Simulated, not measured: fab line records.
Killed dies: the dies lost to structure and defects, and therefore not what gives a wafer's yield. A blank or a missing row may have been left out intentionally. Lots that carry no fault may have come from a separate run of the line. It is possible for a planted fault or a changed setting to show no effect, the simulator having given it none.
fab line records	flow n5-finfet	part 2 of 2: steps 5 to 6 of 6
record lots=23	wafers=69	last-day=18
route steps=1938 shown DUMMY_GATE@240 SD_EPI_P@306 SD_ACTIVATION@330 ILD0@346 SDB@363
lots that met no fault: taken from a fault-free run of the same line
start-h: the number of hours between the record's first day and the start of the first shown wafer of the lot	wait-h: how many hours have passed since the lot's step before this one	" the same as in the row above	L1.1+2: a single row standing in for several wafers	- no value, or no start given	* or withheld: withheld	< > ~ a bound
route shown NAME@n: a module of which the file shows steps, and the number in the route of the first	usual: mean/standard deviation of fault-free wafers	same: alike in all rows	chamber/n: place in a boat	sites: the reading at each site	_std_site: standard deviation across them	_edge_site: outer sites' mean less inner sites'	radius-mm: for every site, how far away it sits from the centre of the wafer	mask NAME#n: copy n	behind: the most recent tool/chamber to have shaped the wafer	hold: why the lot was held/for how many hours/how that ended	device: the transistor (n, p or np) that didn't switch	end of line: the route-end tests of the same wafers	a step without rows: its recipe alone	killed: dies lost to structure and defects at the first sort, not the wafer's yield	map: a wafer's dies, marking killed ones x, the rest . and places with no die _
set.NAME: the setting the step ran with; set.NAME@STEP: the setting that earlier step ran with	model.NAME: the simulator's own value behind a step, which no gauge read
route steps across a sampled set of lots; one table per step, one row per wafer
services: a tool's chamber out of use, with start hour (start-h, from the record's first day; less than 0 if before it), hours out, and reason
## steps
# step N5_ILD0_INSPECT_06
# recipe inspect-instrument=darkfield	mode=post-cmp
# usual raw-defect-count=37/13
lot.wafer	tool	chamber	start-h	wait-h	raw-defect-count
L074.2	defect-inspect-02	-	64.64	0.0	61
L074.3	"	-	"	"	39
L074.4	"	-	"	"	21
L075.1	defect-inspect-01	-	71.61	0.0	41
L075.3	"	-	"	"	44
L075.5	"	-	"	"	43
L076.1	defect-inspect-01	-	76.70	0.0	24
L076.2	"	-	"	"	31
L076.5	"	-	"	"	32
L077.1	defect-inspect-02	-	82.01	0.0	67
L077.2	"	-	"	"	25
L077.3	"	-	"	"	23
L078.3	defect-inspect-01	-	93.35	0.2	35
L078.5	"	-	"	"	46
L078.6	"	-	"	"	54
L079.1	defect-inspect-02	-	100.06	0.0	34
L079.4	"	-	"	"	39
L079.6	"	-	"	"	49
L080.2	defect-inspect-01	-	102.34	0.0	18
L080.4	"	-	"	"	30
L080.5	"	-	"	"	45
L081.1	defect-inspect-01	-	112.14	0.0	45
L081.2	"	-	"	"	33
L081.3	"	-	"	"	25
L082.1	defect-inspect-01	-	116.96	0.0	18
L082.3	"	-	"	"	27
L082.6	"	-	"	"	30
L083.2	defect-inspect-02	-	119.43	0.0	23
L083.5	"	-	"	"	47
L083.6	"	-	"	"	36
L084.3	defect-inspect-02	-	128.54	0.0	62
L084.5	"	-	"	"	30
L084.6	"	-	"	"	55
L085.1	defect-inspect-02	-	131.92	0.0	37
L085.2	"	-	"	"	51
L085.5	"	-	"	"	41
L087.2	defect-inspect-01	-	143.89	0.0	63
L087.3	"	-	"	"	44
L087.4	"	-	"	"	56
L088.2	defect-inspect-01	-	149.80	0.0	26
L088.5	"	-	"	"	29
L088.6	"	-	"	"	34
L089.2	defect-inspect-01	-	155.48	0.0	25
L089.3	"	-	"	"	53
L089.6	"	-	"	"	51
L090.1	defect-inspect-02	-	161.27	0.0	21
L090.2	"	-	"	"	41
L090.3	"	-	"	"	12
L091.2	defect-inspect-01	-	167.25	0.0	15
L091.4	"	-	"	"	22
L091.5	"	-	"	"	16
L092.1	defect-inspect-01	-	174.84	0.0	43
L092.4	"	-	"	"	35
L092.6	"	-	"	"	27
L093.1	defect-inspect-02	-	182.13	0.0	55
L093.3	"	-	"	"	40
L093.5	"	-	"	"	42
L094.1	defect-inspect-02	-	186.70	0.0	40
L094.2	"	-	"	"	36
L094.5	"	-	"	"	29
L095.2	defect-inspect-02	-	192.45	0.0	63
L095.3	"	-	"	"	28
L095.5	"	-	"	"	33
L096.2	defect-inspect-02	-	198.98	0.0	35
L096.4	"	-	"	"	36
L096.6	"	-	"	"	35
L097.2	defect-inspect-02	-	207.08	0.0	30
L097.3	"	-	"	"	52
L097.6	"	-	"	"	35
# step N5_SDB_STRIP_21
# recipe chemistry=CF4	resist=SiARC	power-w=300	bias-power-w=75	pressure-mtorr=50	cf4-flow-sccm=150	rf-frequency-hz=6e+07
# usual cf4-flow-sccm=150.0/0.45	drypump-motor-current-A=5.7/0.64	oes-product-au=0.82/0.094	rf-vpp-V=270.5/1.4	showerhead-plenum-p-Torr=1.77/0.049	throttle-valve-pct=13.56/0.25
lot.wafer	tool	chamber	start-h	wait-h	cf4-flow-sccm	drypump-motor-current-A	oes-product-au	rf-hours-counter-h	rf-vpp-V	showerhead-plenum-p-Torr	throttle-valve-pct
L074.2	rie-diel-04	1	65.42	0.0	150.5	6.1	0.91	12	269.7	1.77	13.26
L074.3	"	3	"	"	149.8	5.7	0.90	22	269.0	1.77	13.60
L074.4	"	0	"	"	149.9	5.5	0.77	103	270.1	1.75	13.54
L075.1	rie-diel-04	1	72.40	0.0	150.4	6.1	0.90	15	270.7	1.77	13.29
L075.3	"	2	"	"	149.3	5.8	0.71	186	271.0	1.79	13.80
L075.5	"	0	"	"	151.1	5.5	0.77	-	270.7	1.75	13.54
L076.1	rie-diel-04	2	77.40	0.0	150.0	5.8	0.71	187	270.5	1.79	13.83
L076.2	"	1	"	"	149.5	6.1	0.90	17	271.2	1.77	13.29
L076.5	"	3	"	"	150.4	5.6	0.90	-	271.6	1.77	13.61
L077.1	rie-diel-03	3	82.80	0.0	149.9	6.5	0.69	248	268.5	1.69	13.75
L077.2	"	0	"	"	149.8	5.0	0.97	1	271.5	1.84	13.51
L077.3	"	1	"	"	149.8	6.6	0.70	190	269.3	1.71	13.78
L078.3	rie-diel-06	1	94.15	0.0	149.6	4.8	0.84	63	270.0	1.75	13.50
L078.5	"	2	"	"	149.3	5.3	0.73	-	269.7	1.72	13.77
L078.6	"	3	"	"	149.3	6.7	0.70	-	270.2	1.77	13.96
L079.1	rie-diel-04	1	100.72	0.0	150.1	6.1	0.88	25	270.9	1.77	13.30
L079.4	"	3	"	"	149.7	5.7	0.88	35	271.8	1.77	13.63
L079.6	"	2	"	"	149.8	5.8	0.71	-	270.7	1.79	13.84
L080.2	rie-diel-03	1	103.38	0.0	149.9	6.6	0.69	200	270.0	1.71	13.80
L080.4	"	1	"	"	150.1	6.6	0.69	-	268.7	1.71	13.80
L080.5	"	0	"	"	150.5	5.0	0.93	-	272.4	1.83	13.54
L081.1	rie-diel-04	1	113.38	0.0	150.5	6.1	0.87	31	271.5	1.77	13.32
L081.2	"	0	"	"	150.9	5.5	0.76	121	268.4	1.74	13.59
L081.3	"	2	"	"	149.7	5.8	0.70	201	271.5	1.79	13.84
L082.1	rie-diel-04	2	117.71	0.0	150.0	5.8	0.70	202	269.9	1.79	13.84
L082.3	"	0	"	"	150.8	5.5	0.75	123	271.6	1.74	13.59
L082.6	"	1	"	"	149.8	6.1	0.86	-	271.4	1.77	13.31
L083.2	rie-diel-03	1	120.11	0.0	150.5	6.5	0.69	208	269.0	1.71	13.83
L083.5	"	0	"	"	150.2	5.0	0.91	-	271.9	1.83	13.55
L083.6	"	1	"	"	149.2	6.6	0.69	-	270.4	1.71	13.84
L084.3	rie-diel-04	0	129.19	0.0	150.3	5.5	0.75	127	269.7	1.74	13.61
L084.5	"	2	"	"	148.7	5.9	0.71	-	270.5	1.79	13.85
L084.6	"	3	"	"	150.4	5.6	0.87	-	270.6	1.76	13.66
L085.1	rie-diel-03	0	132.71	0.0	150.0	5.0	0.91	22	272.8	1.83	13.56
L085.2	"	3	"	"	150.0	6.5	0.94	4	272.8	1.89	13.16
L085.5	"	2	"	"	149.9	4.8	0.92	-	271.8	1.77	13.15
L087.2	rie-diel-04	3	144.67	0.0	150.3	5.6	0.86	52	270.5	1.76	13.69
L087.3	"	2	"	"	150.2	5.8	0.70	214	268.5	1.78	13.87
L087.4	"	0	"	"	149.7	5.5	0.74	132	268.9	1.74	13.60
L088.2	rie-diel-06	0	150.59	0.0	150.0	5.1	0.85	51	270.8	1.77	13.51
L088.5	"	2	"	"	149.9	5.4	0.72	-	267.9	1.71	13.83
L088.6	"	0	"	"	149.8	5.2	0.85	-	270.4	1.77	13.51
L089.2	rie-diel-06	3	156.45	0.0	150.1	6.7	0.99	2	271.5	1.77	13.44
L089.3	"	0	"	"	150.9	5.2	0.84	54	270.9	1.76	13.51
L089.6	"	0	"	"	151.0	5.2	0.85	-	270.7	1.77	13.52
L090.1	rie-diel-03	3	162.11	0.0	149.7	6.5	0.91	14	273.6	1.89	13.18
L090.2	"	1	"	"	150.1	6.6	0.68	222	269.5	1.70	13.85
L090.3	"	2	"	"	150.0	4.8	0.89	25	270.4	1.77	13.15
L091.2	rie-diel-03	2	168.03	0.0	149.7	4.8	0.89	27	270.2	1.77	13.17
L091.4	"	1	"	"	150.2	6.6	0.68	224	270.5	1.70	13.86
L091.5	"	2	"	"	149.7	4.8	0.88	-	270.0	1.77	13.19
L092.1	rie-diel-03	0	175.62	0.0	149.9	5.0	0.87	37	273.1	1.83	13.60
L092.4	"	2	"	"	149.9	4.8	0.88	30	269.5	1.77	13.18
L092.6	"	2	"	"	149.7	4.8	0.88	-	269.5	1.77	13.17
L093.1	rie-diel-06	3	182.79	0.0	149.7	6.7	0.94	13	271.6	1.76	13.47
L093.3	"	1	"	"	150.2	4.8	0.81	96	268.2	1.74	13.58
L093.5	"	0	"	"	149.9	5.2	0.84	-	269.6	1.76	13.55
L094.1	rie-diel-03	1	187.45	0.0	149.9	6.6	0.68	232	268.0	1.70	13.88
L094.2	"	0	"	"	149.5	5.0	0.87	42	270.8	1.82	13.62
L094.5	"	2	"	"	149.4	4.8	0.87	-	271.4	1.76	13.19
L095.2	rie-diel-04	1	193.27	0.0	149.8	6.1	0.83	55	269.1	1.76	13.38
L095.3	"	2	"	"	150.7	5.8	0.68	233	269.9	1.78	13.92
L095.5	"	1	"	"	149.7	6.1	0.84	-	269.4	1.76	13.36
L096.2	rie-diel-03	3	199.63	0.0	149.4	6.5	0.87	29	271.7	1.89	13.20
L096.4	"	0	"	"	151.3	5.0	0.86	46	272.6	1.82	13.64
L096.6	"	1	"	"	150.2	6.6	0.67	-	270.4	1.70	13.89
L097.2	rie-diel-06	0	207.75	0.0	149.8	5.2	0.83	72	271.7	1.76	13.55
L097.3	"	3	"	"	150.1	6.7	0.92	22	269.8	1.76	13.49
L097.6	"	3	"	"	150.9	6.7	0.92	-	269.6	1.76	13.49
## services
tool	chamber	start-h	hours	kind
rie-si-06	0	24.35	7.6	repair
rie-diel-01	1	29.01	-	clean
rie-diel-01	1	29.01	-	consumable-replace:focus-ring
rie-diel-01	1	29.01	16.7	scheduled-down
rie-diel-01	1	29.01	16.7	vent-cycle
rie-diel-04	2	31.94	2.5	repair
rtp-anneal-02	-	58.46	1.4	pm
rie-diel-01	3	76.84	10.0	repair
rie-diel-06	3	81.71	6.0	repair
rie-diel-05	1	91.99	2.6	repair
rie-diel-02	1	92.88	3.0	repair
rie-diel-03	-	97.60	2.8	pm
rie-si-06	0	108.51	9.8	repair
rie-diel-02	1	113.71	14.4	repair
rie-si-05	0	115.69	2.7	repair
rie-diel-04	1	120.81	9.9	repair
rie-si-01	0	141.74	4.9	repair
rie-diel-04	0	148.13	8.1	repair
rie-si-05	-	162.84	0.4	repair
rie-diel-02	1	163.00	10.2	repair
rie-si-01	1	163.43	-	clean
rie-diel-05	1	177.64	1.4	repair
rie-diel-01	0	181.02	4.1	repair
rie-si-06	2	206.36	4.2	repair
